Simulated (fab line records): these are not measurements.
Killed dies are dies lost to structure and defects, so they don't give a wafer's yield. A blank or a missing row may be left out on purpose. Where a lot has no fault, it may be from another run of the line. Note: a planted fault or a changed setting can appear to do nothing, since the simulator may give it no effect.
A struck lot beside a sound one ; flow n5Finfet ; 21 out of 1938 route steps
Sound: these wafers, L687.2, L687.3, L687.6. Struck: wafer L689.5. (L689.3, L689.6 of the same lot were not struck and are left out.) The cause comes at the end.
Each step with rows lists, per side, the tool, then ch with its chambers, then its first start. Under that, the readings that differ: sound wafers ; struck wafers ; difference of the means ; sigmas: that difference in standard deviations of wafers without a fault.
alike: readings whose means differ by less than 2 such deviations, and words and numbers that are the same on both sides. not compared: withheld readings, readings that some wafer has no value for, bounds like >300 that may hide the same value, and numbers for which the record gives no deviation and whose values overlap.
Wherever a step has rows on one side only, a row that says differs or no value, or a row with sigmas, the two part there. Numbers that don't overlap but have no deviation are shown without sigmas and don't part them. A reading that every wafer of one side lacks parts them only if that side has two wafers or more.

first, 6 steps without rows for these wafers: N5_BEOL_M3_COAT_05 (resist thk 30 nm); N5_BEOL_M3_EBR_07; N5_BEOL_M3_SOFTBAKE_06 (time 60 s); N5_BEOL_M3_EXPOSE_08 (exposes mask M3); N5_BEOL_M3_PEB_09 (peb time 60 s); N5_BEOL_M3_DEVELOP_10 (develop time 30 s).
N5_BEOL_M3_CD_MEAS_11: the cd target is 17.05 nm.
  sound on cdSem-03 ch 0, day 8 16:22; struck on cdSem-02 ch 0, day 8 23:46
  alike: cdNm
N5_BEOL_M3_OVL_MEAS_12:
  sound on overlay-01 ch 0, day 8 16:24; struck on overlay-02 ch 0, day 8 23:48
reading;sound;struck;difference;sigmas
M3_OVL (nm);0.8 1.1 0.1;-1.0;-1.7;-3
N5_BEOL_M3_INSPECT_13: inspects for defects (brightfield).
  sound: defectInspect-02 at day 8 16:27; struck: defectInspect-02 at day 8 23:50
  alike: rawDefectCount
N5_BEOL_M3_DESCUM_16: chemistry O2, time 7 s.
  sound on rieDiel-03 ch 0,2,3, day 8 16:35; struck on rieDiel-03 ch 0, day 9 00:11
  alike: drypumpMotorCurrentA, oesProductAu, rfVppV, showerheadPlenumPTorr, throttleValvePct
  not compared: rfHoursCounterH
N5_BEOL_M3_ETCH_74: etches underlayer in N2/H2, target depth 6.5 nm, time 5.2 s.
  sound on rieDiel-03 ch 0,2,3, day 8 16:37; struck on rieDiel-03 ch 0, day 9 00:13
  alike: drypumpMotorCurrentA, etchRfOnTimeS, oesProductAu, rfVppV, showerheadPlenumPTorr, throttleValvePct
  not compared: rfHoursCounterH
N5_BEOL_M3_ETCH_63: etches SiARC in CF4, target depth 15.6 nm, time 26 s.
  sound on rieDiel-03 ch 0,2,3, day 8 16:38; struck on rieDiel-03 ch 0, day 9 00:14
  alike: drypumpMotorCurrentA, etchRfOnTimeS, oesProductAu, rfVppV, showerheadPlenumPTorr, throttleValvePct
  not compared: rfHoursCounterH
N5_BEOL_M3_ETCH_64: etches SOC in N2/H2, target depth 75 nm, overetch 15 nm, time 112.5 s.
  sound on rieDiel-03 ch 0,2,3, day 8 16:40; struck on rieDiel-03 ch 0, day 9 00:16
reading;sound;struck;difference;sigmas
model.SiARC_of_BEOL_M3_COAT_62.thkNm (nm);6.6 6.6 7;5.2;-1.5;
  alike: drypumpMotorCurrentA, oesProductAu, rfVppV, showerheadPlenumPTorr, throttleValvePct
  not compared: rfHoursCounterH, model.BEOL_M3.cdOffsetNm
then, 2 steps without rows for these wafers: N5_BEOL_M3_STRIP_65 (strips in N2/H2); N5_BEOL_M3_STRIP_75 (strips in N2/H2).
N5_BEOL_M3_STRIP_66: strips in CF4.
  sound on rieDiel-03 ch 0,2,3, day 8 16:47; struck on rieDiel-03 ch 0, day 9 00:24
  alike: drypumpMotorCurrentA, oesProductAu, rfVppV, showerheadPlenumPTorr, throttleValvePct
  not compared: rfHoursCounterH
N5_BEOL_M3_HM_OPEN_17: chemistry Cl2/BCl3, target TiN, target depth 20 nm, overetch 6 nm.
  sound on rieMetal-01 ch 0,1, day 8 16:50; struck on rieMetal-02 ch 0, day 9 00:28
reading;sound;struck;difference;sigmas
drypumpMotorCurrentA (A);5.5 5.0 5.0;6.5;+1.3;+2
oes_ar_750_au (a.u.);0.77 0.77 0.77;0.98;+0.21;+2
model.etch.depthNm (nm);19.39 19.82 19.39;16.84;-2.69;
model.BEOL_M3.cdOffsetNm (nm);0.6 0 0.2;0.8;+0.5;
  alike: oesProductAu, throttleValvePct
  not compared: rfHoursCounterH
N5_BEOL_M3_STRIP_19: strips in O2.
  sound on rieDiel-02 ch 2,3, day 8 16:58; struck on rieDiel-02 ch 2, day 9 00:40
  alike: drypumpMotorCurrentA, oesProductAu, rfVppV, showerheadPlenumPTorr, throttleValvePct
  not compared: rfHoursCounterH
N5_BEOL_M3_CD_MEAS_18: pitch 36 nm, target cd 18 nm.
  sound: cdSem-02 at day 8 17:02; struck: cdSem-02 at day 9 00:44
reading;sound;struck;difference;sigmas
cdNm (nm);18.4 18.0 18.2;19.1;+0.9;+3
then, 1 step without rows for these wafers: N5_BEOL_M3_COAT_67 (time 60 s, resist thk 60 nm).
-- the record jumps here: 2 days lie between the struck wafers' starts before and after (it left off in module BEOL_M3 and takes up again in module BEOL_M4, whose first step shown is number 1111 of the route) --
N5_BEOL_M4_RC_MEAS_101:
  sound on prober-01 ch 0, day 10 00:03; struck on prober-01 ch 0, day 11 01:32
  alike: DIBL_N, DIBL_P, IOFF_N, IOFF_P, ION_N, ION_P, SS_N, SS_P, VT_N, VT_P

WHERE THEY PART
Last at N5_BEOL_M3_CD_MEAS_18 as far as this record goes, first at N5_BEOL_M3_OVL_MEAS_12. Later steps at which nothing parts them and some readings are alike: N5_BEOL_M4_RC_MEAS_101.

WHY: whatever the simulator had introduced
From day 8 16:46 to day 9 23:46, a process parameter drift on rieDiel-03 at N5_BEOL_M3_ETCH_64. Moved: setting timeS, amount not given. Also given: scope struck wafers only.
